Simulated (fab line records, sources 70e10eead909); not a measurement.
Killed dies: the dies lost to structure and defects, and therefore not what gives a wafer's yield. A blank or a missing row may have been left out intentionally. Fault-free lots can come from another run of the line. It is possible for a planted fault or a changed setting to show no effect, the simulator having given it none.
Which tool was responsible? || flow nand harc || Sampling: 13 lots, 39 wafers, 5 of 1302 route steps

## WHAT EACH GAUGE READ, for each wafer
NHARC_HYBRID_BOND_OVL_MEAS_05. Usual: overlay x nm -3 nm, standard deviation 34; overlay y nm 4 nm, standard deviation 31.
{"lot": "L681", "measured": "day 23 19:03", "on": "overlay-02", "overlay x nm (nm)": "-17 -45 -65", "overlay y nm (nm)": "11 15 -34", "flag": ""}
{"lot": "L683", "measured": "day 24 04:36", "on": "overlay-01", "overlay x nm (nm)": "-10 -50 29", "overlay y nm (nm)": "1 -4 29", "flag": ""}
{"lot": "L682", "measured": "day 24 11:08", "on": "overlay-01", "overlay x nm (nm)": "-12 -32 65", "overlay y nm (nm)": "45 42 -24", "flag": ""}
{"lot": "L680", "measured": "day 24 11:09", "on": "overlay-01", "overlay x nm (nm)": "-34 -73 -29", "overlay y nm (nm)": "4 -4 -64", "flag": ""}
{"lot": "L687", "measured": "day 25 13:16", "on": "overlay-02", "overlay x nm (nm)": "-1 1 -14", "overlay y nm (nm)": "19 17 -9", "flag": ""}
{"lot": "L686", "measured": "day 25 13:17", "on": "overlay-02", "overlay x nm (nm)": "28 -28 47", "overlay y nm (nm)": "13 14 -41", "flag": ""}
{"lot": "L688", "measured": "day 27 04:14", "on": "overlay-02", "overlay x nm (nm)": "-13 55 -51", "overlay y nm (nm)": "10 -21 -4", "flag": ""}
{"lot": "L692", "measured": "day 28 19:31", "on": "overlay-02", "overlay x nm (nm)": "17 -43 -18", "overlay y nm (nm)": "-5 8 -6", "flag": ""}
{"lot": "L696", "measured": "day 29 20:59", "on": "overlay-02", "overlay x nm (nm)": "10 -37 -16", "overlay y nm (nm)": "-34 -24 35", "flag": ""}
{"lot": "L699", "measured": "day 31 19:18", "on": "overlay-01", "overlay x nm (nm)": "-48 -9 16", "overlay y nm (nm)": "27 -79 36", "flag": ""}
{"lot": "L702", "measured": "day 32 17:26", "on": "overlay-02", "overlay x nm (nm)": "-27 7 -32", "overlay y nm (nm)": "42 -14 -30", "flag": ""}
{"lot": "L700", "measured": "day 32 23:40", "on": "overlay-01", "overlay x nm (nm)": "47 20 -21", "overlay y nm (nm)": "18 25 26", "flag": ""}
{"lot": "L703", "measured": "day 33 16:19", "on": "overlay-01", "overlay x nm (nm)": "45 -16 -38", "overlay y nm (nm)": "22 -37 -8", "flag": ""}

NHARC_THIN_TSV_CD_MEAS_16. Usual: 1000.6 nm for cd nm, sd 2.2.
{"lot": "L681", "measured": "day 23 22:40", "on": "cd sem-01", "cd nm (nm)": "1003.2 1001.7 1000.4", "flag": ""}
{"lot": "L683", "measured": "day 24 08:19", "on": "cd sem-02", "cd nm (nm)": "1000.5 1001.4 999.3", "flag": ""}
{"lot": "L682", "measured": "day 24 16:02", "on": "cd sem-01", "cd nm (nm)": "998.3 1001.9 1000.6", "flag": ""}
{"lot": "L680", "measured": "day 24 17:06", "on": "cd sem-02", "cd nm (nm)": "996.8 1000.6 1000.4", "flag": ""}
{"lot": "L687", "measured": "day 25 16:54", "on": "cd sem-03", "cd nm (nm)": "1001.8 1001.1 1001.5", "flag": ""}
{"lot": "L686", "measured": "day 25 19:24", "on": "cd sem-01", "cd nm (nm)": "1001.5 1000.3 1001.0", "flag": ""}
{"lot": "L688", "measured": "day 27 07:50", "on": "cd sem-01", "cd nm (nm)": "998.3 999.2 1001.8", "flag": ""}
{"lot": "L692", "measured": "day 29 00:59", "on": "cd sem-03", "cd nm (nm)": "999.1 998.0 999.4", "flag": ""}
{"lot": "L696", "measured": "day 30 01:48", "on": "cd sem-02", "cd nm (nm)": "1001.0 1001.5 999.8", "flag": ""}
{"lot": "L699", "measured": "day 32 03:32", "on": "cd sem-01", "cd nm (nm)": "1004.0 1004.6 1004.9", "flag": ""}
{"lot": "L702", "measured": "day 32 22:40", "on": "cd sem-02", "cd nm (nm)": "996.4 998.8 998.0", "flag": ""}
{"lot": "L700", "measured": "day 33 03:23", "on": "cd sem-03", "cd nm (nm)": "1004.0 1003.5 1003.4", "flag": ""}
{"lot": "L703", "measured": "day 33 19:52", "on": "cd sem-01", "cd nm (nm)": "997.0 998.0 997.4", "flag": ""}

NHARC_END_SORT_01. Usual: killed at array 49, standard deviation 19; killed at other 0.9, standard deviation 1.1; killed at periphery 4.0, standard deviation 2.7; killed dies 54, standard deviation 19; killed open 3.3, standard deviation 1.8; killed short 2.6, standard deviation 1.6.
{"lot": "L692", "measured": "day 29 14:22", "on": "prober-02", "killed at array": "142 51 39", "killed at other": "1 3 1", "killed at periphery": "1 2 3", "killed dies": "144 56 43", "killed open": "3 4 4", "killed short": "3 1 1", "flag": ""}
{"lot": "L696", "measured": "day 30 20:20", "on": "prober-01", "killed at array": "40 129 33", "killed at other": "0 2 0", "killed at periphery": "8 2 6", "killed dies": "48 133 39", "killed open": "3 4 4", "killed short": "2 2 4", "flag": ""}

## WHICH TOOL RAN EACH LOT (tool, then ch and the chambers of the sampled wafers, then the start)
{"lot": "L681", "NHARC_A_WL_FILL_CVD_20": "cvd w-01 ch 0,1, day 21 06:17", "NHARC_THIN_TSV_ETCHBACK_48": "rie diel-10 ch 0,1,2, day 24 00:01"}
{"lot": "L683", "NHARC_A_WL_FILL_CVD_20": "cvd w-01 ch 0,1, day 21 17:02", "NHARC_THIN_TSV_ETCHBACK_48": "rie diel-10 ch 0,1,3, day 24 09:37"}
{"lot": "L682", "NHARC_A_WL_FILL_CVD_20": "cvd w-01 ch 0,1, day 21 17:13", "NHARC_THIN_TSV_ETCHBACK_48": "rie diel-09 ch 1,3, day 24 17:20"}
{"lot": "L680", "NHARC_A_WL_FILL_CVD_20": "cvd w-02 ch 0, day 21 20:44", "NHARC_THIN_TSV_ETCHBACK_48": "rie diel-06 ch 0,2,3, day 24 18:22"}
{"lot": "L687", "NHARC_A_WL_FILL_CVD_20": "cvd w-01 ch 0,1, day 23 03:08", "NHARC_THIN_TSV_ETCHBACK_48": "rie diel-09 ch 1,2,3, day 25 18:14"}
{"lot": "L686", "NHARC_A_WL_FILL_CVD_20": "cvd w-02 ch 0,1, day 23 07:14", "NHARC_THIN_TSV_ETCHBACK_48": "rie diel-06 ch 0,1,3, day 25 20:43"}
{"lot": "L688", "NHARC_A_WL_FILL_CVD_20": "cvd w-02 ch 0,1, day 24 12:50", "NHARC_THIN_TSV_ETCHBACK_48": "rie diel-09 ch 0,1, day 27 09:14"}
{"lot": "L692", "NHARC_A_WL_FILL_CVD_20": "cvd w-02 ch 0,1, day 26 00:47", "NHARC_THIN_TSV_ETCHBACK_48": "rie diel-06 ch 0,2,3, day 29 02:16"}
{"lot": "L696", "NHARC_A_WL_FILL_CVD_20": "cvd w-02 ch 0,1, day 27 05:53", "NHARC_THIN_TSV_ETCHBACK_48": "rie diel-06 ch 2,3, day 30 06:16"}
{"lot": "L699", "NHARC_A_WL_FILL_CVD_20": "cvd w-01 ch 0,1, day 29 07:55", "NHARC_THIN_TSV_ETCHBACK_48": "rie diel-10 ch 1,2,3, day 32 04:51"}
{"lot": "L702", "NHARC_A_WL_FILL_CVD_20": "cvd w-02 ch 0,1, day 30 09:27", "NHARC_THIN_TSV_ETCHBACK_48": "rie diel-09 ch 0,1,2, day 32 23:58"}
{"lot": "L700", "NHARC_A_WL_FILL_CVD_20": "cvd w-02 ch 0,1, day 30 12:40", "NHARC_THIN_TSV_ETCHBACK_48": "rie diel-09 ch 0,1,2, day 33 04:42"}
{"lot": "L703", "NHARC_A_WL_FILL_CVD_20": "cvd w-02 ch 0,1, day 31 00:55", "NHARC_THIN_TSV_ETCHBACK_48": "rie diel-10 ch 1,2,3, day 33 21:32"}
- NHARC_A_WL_FILL_CVD_20: deposits W, target thk 100 nm, time 74 s.
- NHARC_THIN_TSV_ETCHBACK_48: etches the open film in C4F8/Ar, target depth 1028.5 nm, time 405.17 s.

## WHAT THE TOOLS THEMSELVES READ (means of the sampled wafers that have a number; where no wafer has one, the mark that the record gives instead)
NHARC_A_WL_FILL_CVD_20. Usual: heater power w 877 W, standard deviation 35; throttle valve pct 7.94 %, standard deviation 0.23.
{"lot": "L681", "tool": "cvd w-01", "heater power w (W)": 883, "throttle valve pct (%)": 7.94, "flag": ""}
{"lot": "L683", "tool": "cvd w-01", "heater power w (W)": 895, "throttle valve pct (%)": 8.01, "flag": ""}
{"lot": "L682", "tool": "cvd w-01", "heater power w (W)": 884, "throttle valve pct (%)": 7.91, "flag": ""}
{"lot": "L680", "tool": "cvd w-02", "heater power w (W)": 941, "throttle valve pct (%)": 7.71, "flag": ""}
{"lot": "L687", "tool": "cvd w-01", "heater power w (W)": 899, "throttle valve pct (%)": 7.83, "flag": ""}
{"lot": "L686", "tool": "cvd w-02", "heater power w (W)": 857, "throttle valve pct (%)": 7.89, "flag": ""}
{"lot": "L688", "tool": "cvd w-02", "heater power w (W)": 867, "throttle valve pct (%)": 7.95, "flag": ""}
{"lot": "L692", "tool": "cvd w-02", "heater power w (W)": 890, "throttle valve pct (%)": 7.79, "flag": ""}
{"lot": "L696", "tool": "cvd w-02", "heater power w (W)": 895, "throttle valve pct (%)": 8.02, "flag": ""}
{"lot": "L699", "tool": "cvd w-01", "heater power w (W)": 882, "throttle valve pct (%)": 7.98, "flag": ""}
{"lot": "L702", "tool": "cvd w-02", "heater power w (W)": 863, "throttle valve pct (%)": 8.08, "flag": ""}
{"lot": "L700", "tool": "cvd w-02", "heater power w (W)": 888, "throttle valve pct (%)": 8.12, "flag": ""}
{"lot": "L703", "tool": "cvd w-02", "heater power w (W)": 884, "throttle valve pct (%)": 8.09, "flag": ""}

NHARC_THIN_TSV_ETCHBACK_48. Usual: oes product au 0.95 a.u., standard deviation 0.031; rf vpp V 548.4 V, standard deviation 2.9.
{"lot": "L681", "tool": "rie diel-10", "oes product au (a.u.)": 0.92, "rf vpp V (V)": 547.6, "flag": ""}
{"lot": "L683", "tool": "rie diel-10", "oes product au (a.u.)": 0.93, "rf vpp V (V)": 547.6, "flag": ""}
{"lot": "L682", "tool": "rie diel-09", "oes product au (a.u.)": 0.97, "rf vpp V (V)": 546.0, "flag": ""}
{"lot": "L680", "tool": "rie diel-06", "oes product au (a.u.)": 0.94, "rf vpp V (V)": 550.4, "flag": ""}
{"lot": "L687", "tool": "rie diel-09", "oes product au (a.u.)": 1.00, "rf vpp V (V)": 545.3, "flag": ""}
{"lot": "L686", "tool": "rie diel-06", "oes product au (a.u.)": 0.94, "rf vpp V (V)": 550.4, "flag": ""}
{"lot": "L688", "tool": "rie diel-09", "oes product au (a.u.)": 0.93, "rf vpp V (V)": 548.0, "flag": ""}
{"lot": "L692", "tool": "rie diel-06", "oes product au (a.u.)": 0.99, "rf vpp V (V)": 549.6, "flag": ""}
{"lot": "L696", "tool": "rie diel-06", "oes product au (a.u.)": 0.98, "rf vpp V (V)": 550.2, "flag": ""}
{"lot": "L699", "tool": "rie diel-10", "oes product au (a.u.)": 0.92, "rf vpp V (V)": 547.8, "flag": ""}
{"lot": "L702", "tool": "rie diel-09", "oes product au (a.u.)": 0.92, "rf vpp V (V)": 546.7, "flag": ""}
{"lot": "L700", "tool": "rie diel-09", "oes product au (a.u.)": 0.92, "rf vpp V (V)": 547.1, "flag": ""}
{"lot": "L703", "tool": "rie diel-10", "oes product au (a.u.)": 0.97, "rf vpp V (V)": 547.3, "flag": ""}

## THE ANSWER, worked out from the rows above alone
Rule: take the mean of a lot's wafers that have a number; if it is more than 3 standard deviations from the usual mean, the lot is off. A lot without any number at a reading at which 4 lots or more have one is off too. The other lots that the step has rows for count as sound. The gauges are gone through in route order, then the tools' own readings, and for those a lot's mean is taken as printed above. At the first step where some lot is off, the reading lying furthest off is the one used; lots without a number count as furthest.
Across all readings shown, no lot is off: no conclusion can be drawn from this.

## WHAT THE SIMULATOR PUT IN
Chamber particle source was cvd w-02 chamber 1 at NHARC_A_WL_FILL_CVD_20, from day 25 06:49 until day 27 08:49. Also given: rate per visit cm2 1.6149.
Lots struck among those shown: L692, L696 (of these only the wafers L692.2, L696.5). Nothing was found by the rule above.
